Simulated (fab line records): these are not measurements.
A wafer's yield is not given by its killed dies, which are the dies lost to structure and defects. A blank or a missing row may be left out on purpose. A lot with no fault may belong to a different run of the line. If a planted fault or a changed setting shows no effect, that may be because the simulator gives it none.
Comparing a struck lot with a sound one + flow n5Finfet + 26 out of 1938 route steps
Sound: these wafers, L564.2, L564.4, L564.6. Struck: wafer L573.4 (left out: L573.1, L573.3 of the same lot, which were not struck); the cause appears at the end.
At each step with rows: each side's tool, then ch and its chambers, then its first start. Under that, the readings that differ: sound wafers + struck wafers + difference of the means + sigmas: that difference in standard deviations of wafers without a fault.
alike: readings whose means differ by less than 2 such deviations, and words and numbers that are the same on both sides. not compared: withheld readings, readings that some wafer has no value for, bounds like >300 that may hide the same value, and numbers for which the record gives no deviation and whose values overlap.
The two part at a step that has a row with sigmas, a row that says differs or no value, or rows on one side only. Numbers that have no deviation but don't overlap get no sigmas and don't part them. A reading that every wafer of one side lacks parts them only if that side has two wafers or more.

first, 1 step without rows for these wafers: N5_BEOL_M0_WET_ETCH_106 (etches SiO2 in DHF, target depth 130 nm, rinse time 30 s).
N5_BEOL_M0_ETCH_128: etches SiCN in CF4/N2, target depth 12 nm, overetch 5.1 nm, time 21.4 s.
  sound on rieDiel-01 ch 0,1, day 6 06:35; struck on rieDiel-03 ch 3, day 8 09:56
| reading             | sound          | struck | difference | sigmas |
|---------------------|----------------|--------|------------|--------|
| mfcArSccm (sccm)    | 99.8 99.9 99.8 | 100.5  | +0.7       | +2     |
| oesProductAu (a.u.) | 0.46 0.51 0.48 | 0.65   | +0.17      | +3     |
  alike: drypumpMotorCurrentA, rfVppV, showerheadPlenumPTorr, throttleValvePct
  not compared: rfHoursCounterH
then, 2 steps without rows for these wafers: N5_BEOL_M0_TRENCH_ETCH_107 (etches SiOC in C4F6/O2, target depth 32.8 nm, time 16.4 s); N5_BEOL_M0_STRIP_142 (strips in N2/H2, time 10 s).
N5_BEOL_M0_OCD_MEAS_108:
  struck on ocd-02, day 8 10:04; sound on ocd-02, day 6 06:44
  alike: trenchDepthNm
then, 7 steps without rows for these wafers: N5_BEOL_M0_HM_STRIP_129 (strips TiN in peroxide tin strip, target depth 17 nm, time 108 s); N5_BEOL_M0_SRD_130 (time 30 s); N5_BEOL_M0_ETCH_109 (etches SiCN in CH3F/O2, target depth 8 nm, overetch 2.4 nm, time 27.4 s); N5_BEOL_M0_STRIP_139 (strips in post etch residue remover, time 60 s); N5_BEOL_M0_SRD_111 (time 30 s); N5_BEOL_M0_DEGAS_112 (time 60 s); N5_BEOL_M0_PRE_CLEAN_113 (time 30 s).
N5_BEOL_M0_ALD_136: deposits TaN, pulse time 2 s, purge time 3 s, co reactant purge time 2 s.
  sound on aldMetal-02 ch 1,3, day 6 07:13; struck on aldMetal-03 ch 2, day 8 10:53
| reading   | sound    | struck | difference | sigmas |
|-----------|----------|--------|------------|--------|
| aldCycles | 30 30 30 | 15     | -15        |        |
  alike: heaterPowerW
  not compared: model.TaN_of_BEOL_M0_ALD_136.thkNm
then, 2 steps without rows for these wafers: N5_BEOL_M0_SURFACE_TREAT_137; N5_BEOL_M0_CVD_115 (deposits Co from CCTBA/H2, time 120 s).
N5_BEOL_M0_SPUTTER_116: material Cu, target thk 4 nm, time 7.37 s.
  struck on pvdSputter-01, day 8 11:29; sound on pvdSputter-03, day 6 07:41
  alike: throttleValvePct
N5_BEOL_M0_ANNEAL_117: time 60 s.
  struck on pvdSputter-01, day 8 11:34; sound on pvdSputter-03, day 6 07:46
  alike: heaterPowerW
then, 1 step without rows for these wafers: N5_BEOL_M0_SPUTTER_132 (material Cu, target thk 4 nm, time 7.37 s).
N5_BEOL_M0_ANNEAL_133: time 60 s.
  struck on pvdSputter-01, day 8 11:41; sound on pvdSputter-03, day 6 07:53
  alike: heaterPowerW
then, 1 step without rows for these wafers: N5_BEOL_M0_SPUTTER_134 (material Cu, target thk 4 nm, time 7.37 s).
N5_BEOL_M0_ANNEAL_135: time 60 s.
  struck on pvdSputter-01, day 8 11:49; sound on pvdSputter-03, day 6 08:00
  alike: heaterPowerW
then, 3 steps without rows for these wafers: N5_BEOL_M0_SPUTTER_141 (material Cu, target thk 4 nm, time 7.37 s); N5_BEOL_M0_ECD_118 (material Cu, target thk 300 nm); N5_BEOL_M0_ANNEAL_119 (time 90 s).
N5_BEOL_M0_CMP_120: polishes, stops on SiOC, t overpolish 6.9 s.
  sound on cmp-04 ch 1,2,3, day 6 09:24; struck on cmp-03 ch 0, day 8 12:20
| reading                   | sound          | struck | difference | sigmas |
|---------------------------|----------------|--------|------------|--------|
| barrierFieldEndpointS (s) | 3.53 3.62 3.51 | 2.71   | -0.84      | -7     |
  alike: edgeZonePressureFrac, motorCurrentA
N5_BEOL_M4_RC_MEAS_101:
  sound on prober-02 ch 0, day 8 11:43; struck on prober-01 ch 0, day 10 07:11
  alike: DIBL_N, DIBL_P, IOFF_N, IOFF_P, ION_N, ION_P, SS_N, SS_P, VT_N, VT_P

== WHERE THEY PART ==
Earliest at N5_BEOL_M0_ETCH_128; latest, in this record, at N5_BEOL_M0_CMP_120. Later steps at which nothing parts them and some readings are alike: N5_BEOL_M4_RC_MEAS_101.

WHY: what the simulator had put in
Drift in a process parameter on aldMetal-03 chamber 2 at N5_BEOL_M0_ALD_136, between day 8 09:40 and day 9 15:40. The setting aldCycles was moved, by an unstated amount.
